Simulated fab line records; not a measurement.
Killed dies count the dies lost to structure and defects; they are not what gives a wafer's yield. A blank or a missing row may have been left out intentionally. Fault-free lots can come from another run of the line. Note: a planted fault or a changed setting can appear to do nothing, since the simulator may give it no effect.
Which tool was responsible? -- flow n5-finfet -- 63 wafers from 21 lots sampled at 6 of the route's 1938 steps

## WHAT THE GAUGES SHOWED, per wafer
Not one reading of a measure or inspect step in the record can be checked against a usual standard deviation.

## WHAT TOOL EACH LOT RAN ON (gives the tool, then ch and the chambers of the sampled wafers, and finally the start)
lot,N5_BEOL_M4_STRIP_36,N5_BEOL_M4_TRENCH_ETCH_37,N5_BEOL_M4_ANNEAL_82,N5_BEOL_M4_ANNEAL_87,N5_BEOL_M5_DESCUM_16,N5_BEOL_M5_ETCH_68
L076,"rie-diel-01 ch 2,3, day 8 19:26","rie-diel-01 ch 2,3, day 8 21:20 or earlier","pvd-sputter-02, day 8 21:20","pvd-sputter-02, day 8 21:34","rie-diel-04 ch 0,2,3, day 9 02:05","rie-diel-03 ch 0,1,2, day 9 03:07"
L075,"rie-diel-05 ch 0,1, day 8 19:28","rie-diel-05 ch 0,1, day 8 21:43 or earlier","pvd-sputter-03, day 8 21:43","pvd-sputter-03, day 8 21:56","rie-diel-04 ch 0,1,3, day 9 02:49","rie-diel-04 ch 0,1, day 9 05:15"
L077,"rie-diel-02 ch 0,1, day 9 02:20","rie-diel-02 ch 0,1, day 9 03:58 or earlier","pvd-sputter-01, day 9 03:58","pvd-sputter-01, day 9 04:11","rie-diel-06 ch 0,1,3, day 9 09:39","rie-diel-04 ch 0,1, day 9 10:35"
L078,"rie-diel-01 ch 0,2, day 9 02:39","rie-diel-01 ch 0,2, day 9 04:14 or earlier","pvd-sputter-03, day 9 04:14","pvd-sputter-03, day 9 04:28","rie-diel-04 ch 0,1,2, day 9 10:10","rie-diel-06 ch 0,1, day 9 11:15"
L080,"rie-diel-01 ch 1,3, day 9 19:13","rie-diel-01 ch 1,3, day 9 21:03 or earlier","pvd-sputter-01, day 9 21:03","pvd-sputter-01, day 9 21:16","rie-diel-04 ch 0,2, day 10 03:39","rie-diel-03 ch 1,2, day 10 05:09"
L081,"rie-diel-02 ch 1,3, day 10 05:07","rie-diel-02 ch 1,3, day 10 06:57 or earlier","pvd-sputter-03, day 10 06:57","pvd-sputter-03, day 10 07:10","rie-diel-04 ch 0,2,3, day 10 13:32","rie-diel-04 ch 0,1, day 10 14:40"
L083,"rie-diel-05 ch 0,2,3, day 10 10:25","rie-diel-05 ch 0,2,3, day 10 12:24 or earlier","pvd-sputter-02, day 10 12:24","pvd-sputter-02, day 10 12:37","rie-diel-04 ch 2,3, day 10 17:27","rie-diel-03 ch 1,2, day 10 18:53"
L082,"rie-diel-01 ch 1,3, day 10 12:43","rie-diel-01 ch 1,3, day 10 15:10 or earlier","pvd-sputter-02, day 10 15:10","pvd-sputter-02, day 10 15:23","rie-diel-03 ch 2,3, day 10 20:27","rie-diel-06 ch 0,1,2, day 11 00:46"
L084,"rie-diel-01 ch 1,2,3, day 10 15:35","rie-diel-01 ch 1,2,3, day 10 17:48 or earlier","pvd-sputter-03, day 10 17:48","pvd-sputter-03, day 10 18:01","rie-diel-03 ch 0,1,2, day 11 01:26","rie-diel-04 ch 1,2,3, day 11 04:04"
L086,"rie-diel-01 ch 0,2,3, day 10 20:40","rie-diel-01 ch 0,2,3, day 10 22:45 or earlier","pvd-sputter-01, day 10 22:45","pvd-sputter-01, day 10 22:59","rie-diel-03 ch 0,1,2, day 11 05:22","rie-diel-04 ch 1,2,3, day 11 07:11"
L087,"rie-diel-01 ch 2,3, day 11 14:40","rie-diel-01 ch 2,3, day 11 16:46 or earlier","pvd-sputter-03, day 11 16:46","pvd-sputter-03, day 11 16:59","rie-diel-06 ch 2,3, day 11 22:38","rie-diel-06 ch 2,3, day 12 01:04"
L085,"rie-diel-05 ch 1,2,3, day 11 19:04","rie-diel-05 ch 1,2,3, day 11 20:47 or earlier","pvd-sputter-03, day 11 20:47","pvd-sputter-03, day 11 21:01","rie-diel-06 ch 0,1, day 12 02:22","rie-diel-03 ch 0,2,3, day 12 04:28"
L088,"rie-diel-02 ch 1,2,3, day 11 22:18","rie-diel-02 ch 1,2,3, day 11 23:53 or earlier","pvd-sputter-02, day 11 23:53","pvd-sputter-02, day 12 00:06","rie-diel-06 ch 1,3, day 12 05:27","rie-diel-04 ch 0,1,3, day 12 09:37"
L089,"rie-diel-02 ch 0,2,3, day 12 01:04","rie-diel-02 ch 0,2,3, day 12 03:07 or earlier","pvd-sputter-01, day 12 03:07","pvd-sputter-01, day 12 03:20","rie-diel-04 ch 0,2,3, day 12 10:31","rie-diel-03 ch 0,1, day 12 11:43"
L090,"rie-diel-05 ch 1,2,3, day 12 01:05","rie-diel-05 ch 1,2,3, day 12 03:10 or earlier","pvd-sputter-02, day 12 03:10","pvd-sputter-02, day 12 03:23","rie-diel-04 ch 1,2,3, day 12 11:02","rie-diel-03 ch 0,2, day 12 12:11"
L091,"rie-diel-01 ch 1,3, day 12 02:39","rie-diel-01 ch 1,3, day 12 05:46 or earlier","pvd-sputter-01, day 12 05:46","pvd-sputter-01, day 12 05:59","rie-diel-04 ch 1,3, day 12 13:27","rie-diel-06 ch 1,2, day 12 17:49"
L092,"rie-diel-01 ch 1,2,3, day 12 23:34","rie-diel-01 ch 1,2,3, day 13 01:13 or earlier","pvd-sputter-02, day 13 01:13","pvd-sputter-02, day 13 01:26","rie-diel-04 ch 0,3, day 13 06:22","rie-diel-04 ch 0,1,2, day 13 07:56"
L094,"rie-diel-05 ch 0,2,3, day 13 06:16","rie-diel-05 ch 0,2,3, day 13 08:59 or earlier","pvd-sputter-03, day 13 08:59","pvd-sputter-03, day 13 09:13","rie-diel-06 ch 0,1,3, day 13 14:34","rie-diel-06 ch 1,2,3, day 13 18:14"
L093,"rie-diel-05 ch 0,1, day 13 09:52","rie-diel-05 ch 0,1, day 13 11:52 or earlier","pvd-sputter-03, day 13 11:52","pvd-sputter-03, day 13 12:05","rie-diel-03 ch 1,2,3, day 13 16:51","rie-diel-06 ch 1,2,3, day 13 18:37"
L095,"rie-diel-01 ch 0,1,3, day 13 15:21","rie-diel-01 ch 0,1,3, day 13 17:50 or earlier","pvd-sputter-02, day 13 17:50","pvd-sputter-02, day 13 18:03","rie-diel-04 ch 0,2,3, day 14 00:24","rie-diel-04 ch 0,2, day 14 04:05"
L097,"rie-diel-02 ch 0,1, day 13 15:21","rie-diel-02 ch 0,1, day 13 18:49 or earlier","pvd-sputter-03, day 13 18:49","pvd-sputter-03, day 13 19:02","rie-diel-06 ch 0,2,3, day 14 01:10","rie-diel-06 ch 1,2,3, day 14 04:05"
- N5_BEOL_M4_STRIP_36: strips in N2/H2.
- N5_BEOL_M4_TRENCH_ETCH_37: etches SiOC in C4F6/O2, target depth 55.555 nm, time 29.2 s.
- N5_BEOL_M4_ANNEAL_82: time 240 s.
- N5_BEOL_M4_ANNEAL_87: time 240 s.
- N5_BEOL_M5_DESCUM_16: chemistry O2, time 7 s.
- N5_BEOL_M5_ETCH_68: etches SOC in N2/H2, target depth 80 nm, overetch 16 nm, time 120 s.

## AS READ BY THE TOOLS THEMSELVES (means over the sampled wafers that have a number; for cases with no such wafer, the mark the record gives instead)
N5_BEOL_M4_STRIP_36. Usual: drypump-motor-current-A 5.6 A (standard deviation 0.47); oes-product-au 0.77 a.u. (standard deviation 0.088); power-w 449.9 W (standard deviation 1.3); rf-vpp-V 59.0 V (standard deviation 1.5); showerhead-plenum-p-Torr 2.52 Torr (standard deviation 0.081); temp-c 40.01 C (standard deviation 0.11); throttle-valve-pct 23.80 % (standard deviation 0.29).
lot,tool,drypump-motor-current-A (A),oes-product-au (a.u.),power-w (W),rf-vpp-V (V),showerhead-plenum-p-Torr (Torr),temp-c (C),throttle-valve-pct (%),flag
L076,rie-diel-01,5.3,0.74,451.3,58.8,2.57,40.01,23.83,
L075,rie-diel-05,5.3,0.78,450.2,58.9,2.48,40.02,23.67,
L077,rie-diel-02,5.8,0.89,448.8,59.5,2.62,39.90,23.76,
L078,rie-diel-01,5.9,0.72,451.0,58.9,2.52,40.04,23.82,
L080,rie-diel-01,5.4,0.76,449.7,60.7,2.51,40.15,24.18,
L081,rie-diel-02,5.7,0.87,449.7,58.8,2.65,39.98,23.84,
L083,rie-diel-05,5.5,0.71,450.2,58.1,2.44,40.10,23.60,
L082,rie-diel-01,5.6,0.75,450.1,58.7,2.57,40.00,23.98,
L084,rie-diel-01,5.3,0.74,448.4,58.1,2.54,40.06,24.01,
L086,rie-diel-01,5.7,0.71,449.9,60.3,2.56,40.00,23.82,
L087,rie-diel-01,5.4,0.72,450.7,60.0,2.56,39.95,23.85,
L085,rie-diel-05,5.4,0.74,449.7,57.8,2.43,39.83,23.57,
L088,rie-diel-02,6.0,0.90,450.2,59.1,2.62,40.05,23.73,
L089,rie-diel-02,6.0,0.94,450.5,59.8,2.56,40.07,23.55,
L090,rie-diel-05,5.4,0.74,448.8,58.6,2.43,40.08,23.56,
L091,rie-diel-01,5.4,0.75,449.3,58.4,2.50,40.08,24.21,
L092,rie-diel-01,5.3,0.71,450.2,59.5,2.53,40.00,24.05,
L094,rie-diel-05,5.6,0.79,450.9,60.1,2.43,39.95,23.56,
L093,rie-diel-05,5.4,0.86,450.3,58.4,2.46,40.00,23.66,
L095,rie-diel-01,5.8,0.73,450.1,59.8,2.52,40.05,24.02,
L097,rie-diel-02,5.8,0.82,448.4,58.6,2.60,40.00,23.84,

N5_BEOL_M4_TRENCH_ETCH_37. Usual: drypump-motor-current-A 5.6 A, standard deviation 0.46; oes_o_777_au 0.77 a.u., standard deviation 0.084; oes-product-au 0.77 a.u., standard deviation 0.087; rf-vpp-V 669 V, standard deviation 5.1; showerhead-plenum-p-Torr 2.82 Torr, standard deviation 0.086; throttle-valve-pct 20.99 %, standard deviation 0.19.
lot,tool,drypump-motor-current-A (A),oes_o_777_au (a.u.),oes-product-au (a.u.),rf-vpp-V (V),showerhead-plenum-p-Torr (Torr),throttle-valve-pct (%),flag
L076,rie-diel-01,5.3,0.74,0.74,670,2.88,20.97,
L075,rie-diel-05,5.3,0.80,0.78,672,2.77,20.83,
L077,rie-diel-02,5.8,0.88,0.89,672,2.92,20.96,
L078,rie-diel-01,5.9,0.73,0.72,666,2.83,21.07,
L080,rie-diel-01,5.4,0.75,0.76,672,2.81,21.18,
L081,rie-diel-02,5.6,0.85,0.87,670,2.96,20.95,
L083,rie-diel-05,5.5,0.69,0.70,666,2.74,20.85,
L082,rie-diel-01,5.6,0.74,0.75,675,2.88,21.12,
L084,rie-diel-01,5.3,0.74,0.73,671,2.84,21.08,
L086,rie-diel-01,5.7,0.72,0.72,670,2.87,21.07,
L087,rie-diel-01,5.3,0.72,0.72,671,2.87,20.99,
L085,rie-diel-05,5.4,0.74,0.74,666,2.72,20.76,
L088,rie-diel-02,6.0,0.89,0.89,665,2.93,20.90,
L089,rie-diel-02,6.0,0.93,0.93,667,2.86,20.82,
L090,rie-diel-05,5.4,0.73,0.74,666,2.72,20.76,
L091,rie-diel-01,5.4,0.73,0.74,672,2.80,21.21,
L092,rie-diel-01,5.4,0.72,0.73,672,2.83,21.11,
L094,rie-diel-05,5.6,0.77,0.79,667,2.73,20.79,
L093,rie-diel-05,5.4,0.85,0.85,671,2.76,20.79,
L095,rie-diel-01,5.7,0.72,0.71,670,2.82,21.19,
L097,rie-diel-02,5.8,0.82,0.82,672,2.90,21.03,

N5_BEOL_M4_ANNEAL_82. Usual: heater-power-w reads 832 W (standard deviation 77).
lot,tool,heater-power-w (W),flag
L076,pvd-sputter-02,859,
L075,pvd-sputter-03,839,
L077,pvd-sputter-01,784,
L078,pvd-sputter-03,775,
L080,pvd-sputter-01,798,
L081,pvd-sputter-03,906,
L083,pvd-sputter-02,847,
L082,pvd-sputter-02,892,
L084,pvd-sputter-03,818,
L086,pvd-sputter-01,799,
L087,pvd-sputter-03,853,
L085,pvd-sputter-03,825,
L088,pvd-sputter-02,850,
L089,pvd-sputter-01,772,
L090,pvd-sputter-02,885,
L091,pvd-sputter-01,834,
L092,pvd-sputter-02,777,
L094,pvd-sputter-03,807,
L093,pvd-sputter-03,807,
L095,pvd-sputter-02,900,
L097,pvd-sputter-03,840,

N5_BEOL_M4_ANNEAL_87. Usual: heater-power-w reads 831 W (standard deviation 76).
lot,tool,heater-power-w (W),flag
L076,pvd-sputter-02,843,
L075,pvd-sputter-03,833,
L077,pvd-sputter-01,800,
L078,pvd-sputter-03,785,
L080,pvd-sputter-01,790,
L081,pvd-sputter-03,896,
L083,pvd-sputter-02,830,
L082,pvd-sputter-02,880,
L084,pvd-sputter-03,819,
L086,pvd-sputter-01,792,
L087,pvd-sputter-03,843,
L085,pvd-sputter-03,827,
L088,pvd-sputter-02,855,
L089,pvd-sputter-01,768,
L090,pvd-sputter-02,891,
L091,pvd-sputter-01,834,
L092,pvd-sputter-02,786,
L094,pvd-sputter-03,800,
L093,pvd-sputter-03,801,
L095,pvd-sputter-02,896,
L097,pvd-sputter-03,839,

N5_BEOL_M5_DESCUM_16. Usual: drypump-motor-current-A 5.8 A, standard deviation 0.33; oes-product-au 0.80 a.u., standard deviation 0.092; rf-vpp-V 243.4 V, standard deviation 1.4; showerhead-plenum-p-Torr 2.11 Torr, standard deviation 0.077; temp-c 40.00 C, standard deviation 0.11; throttle-valve-pct 20.42 %, standard deviation 0.25.
lot,tool,drypump-motor-current-A (A),oes-product-au (a.u.),rf-vpp-V (V),showerhead-plenum-p-Torr (Torr),temp-c (C),throttle-valve-pct (%),flag
L076,rie-diel-04,5.8,0.90,244.0,2.14,39.93,20.21,
L075,rie-diel-04,5.7,0.82,243.9,2.15,39.94,20.29,
L077,rie-diel-06,5.9,0.71,242.0,2.05,40.07,20.59,
L078,rie-diel-04,5.8,0.85,243.5,2.13,39.97,20.32,
L080,rie-diel-04,5.8,0.89,242.0,2.08,40.03,20.13,
L081,rie-diel-04,5.8,0.88,243.7,2.14,40.00,20.24,
L083,rie-diel-04,5.9,0.91,244.3,2.17,39.91,20.37,
L082,rie-diel-03,5.7,0.87,243.0,2.10,39.93,20.48,
L084,rie-diel-03,5.6,0.87,243.1,2.12,40.03,20.31,
L086,rie-diel-03,5.6,0.87,243.7,2.12,40.00,20.31,
L087,rie-diel-06,5.8,0.72,240.7,2.00,40.02,20.53,
L085,rie-diel-06,5.8,0.72,242.8,2.05,39.89,20.73,
L088,rie-diel-06,6.2,0.70,242.5,1.99,39.83,20.38,
L089,rie-diel-04,5.8,0.85,243.7,2.13,40.00,20.25,
L090,rie-diel-04,5.8,0.82,243.5,2.17,40.07,20.45,
L091,rie-diel-04,5.7,0.78,245.1,2.19,40.16,20.42,
L092,rie-diel-04,5.8,0.83,243.0,2.09,40.03,20.13,
L094,rie-diel-06,5.9,0.69,242.7,2.04,39.99,20.63,
L093,rie-diel-03,5.9,0.78,243.4,2.07,39.95,20.51,
L095,rie-diel-04,5.8,0.84,244.6,2.13,40.05,20.27,
L097,rie-diel-06,5.8,0.69,242.2,2.04,40.09,20.67,

N5_BEOL_M5_ETCH_68. Usual: drypump-motor-current-A 5.8 A, standard deviation 0.34; oes-product-au 0.60 a.u., standard deviation 0.064; rf-vpp-V 523.6 V, standard deviation 2.7; showerhead-plenum-p-Torr 2.54 Torr, standard deviation 0.09; temp-c 40.00 C, standard deviation 0.11; throttle-valve-pct 17.84 %, standard deviation 0.29.
lot,tool,drypump-motor-current-A (A),oes-product-au (a.u.),rf-vpp-V (V),showerhead-plenum-p-Torr (Torr),temp-c (C),throttle-valve-pct (%),flag
L076,rie-diel-03,5.6,0.60,524.2,2.57,39.94,17.78,
L075,rie-diel-04,5.8,0.63,523.8,2.54,39.98,17.56,
L077,rie-diel-04,5.7,0.63,524.1,2.54,40.02,17.56,
L078,rie-diel-06,5.8,0.56,521.8,2.50,40.09,18.18,
L080,rie-diel-03,5.7,0.60,524.2,2.54,39.97,17.84,
L081,rie-diel-04,5.6,0.59,525.1,2.59,40.04,17.75,
L083,rie-diel-03,5.5,0.64,524.6,2.57,39.98,17.81,
L082,rie-diel-06,5.6,0.55,521.4,2.50,40.01,18.23,
L084,rie-diel-04,5.8,0.63,526.2,2.64,40.01,17.80,
L086,rie-diel-04,5.8,0.62,526.1,2.64,39.94,17.81,
L087,rie-diel-06,5.8,0.55,519.9,2.43,40.14,17.99,
L085,rie-diel-03,5.8,0.66,524.2,2.55,39.91,17.63,
L088,rie-diel-04,5.7,0.60,525.2,2.60,39.93,17.68,
L089,rie-diel-03,5.7,0.65,524.1,2.57,40.03,17.54,
L090,rie-diel-03,5.4,0.68,525.7,2.60,39.88,17.63,
L091,rie-diel-06,5.7,0.56,521.1,2.43,39.94,18.13,
L092,rie-diel-04,5.8,0.62,524.6,2.57,39.91,17.74,
L094,rie-diel-06,5.9,0.55,520.4,2.42,40.04,17.98,
L093,rie-diel-06,5.9,0.55,520.3,2.42,40.04,17.98,
L095,rie-diel-04,5.9,0.64,522.9,2.52,39.97,17.57,
L097,rie-diel-06,5.9,0.54,519.8,2.42,39.91,17.99,

## THE ANSWER, worked out from the rows above alone
Rule: take the mean of a lot's wafers that have a number; if it is more than 3 standard deviations from the usual mean, the lot is off. A lot without any number at a reading at which 4 lots or more have one is off too. All remaining lots with rows at the step are treated as sound. After the gauges, taken in route order, come the tools' own readings; for these a lot's mean is taken, as printed above. The first step at which some lot is off is used, and at that step the reading that is off furthest; a lot without a number counts as furthest.
Nothing can be told from this: no lot is off at any reading shown.

## WHAT THE SIMULATOR PUT IN
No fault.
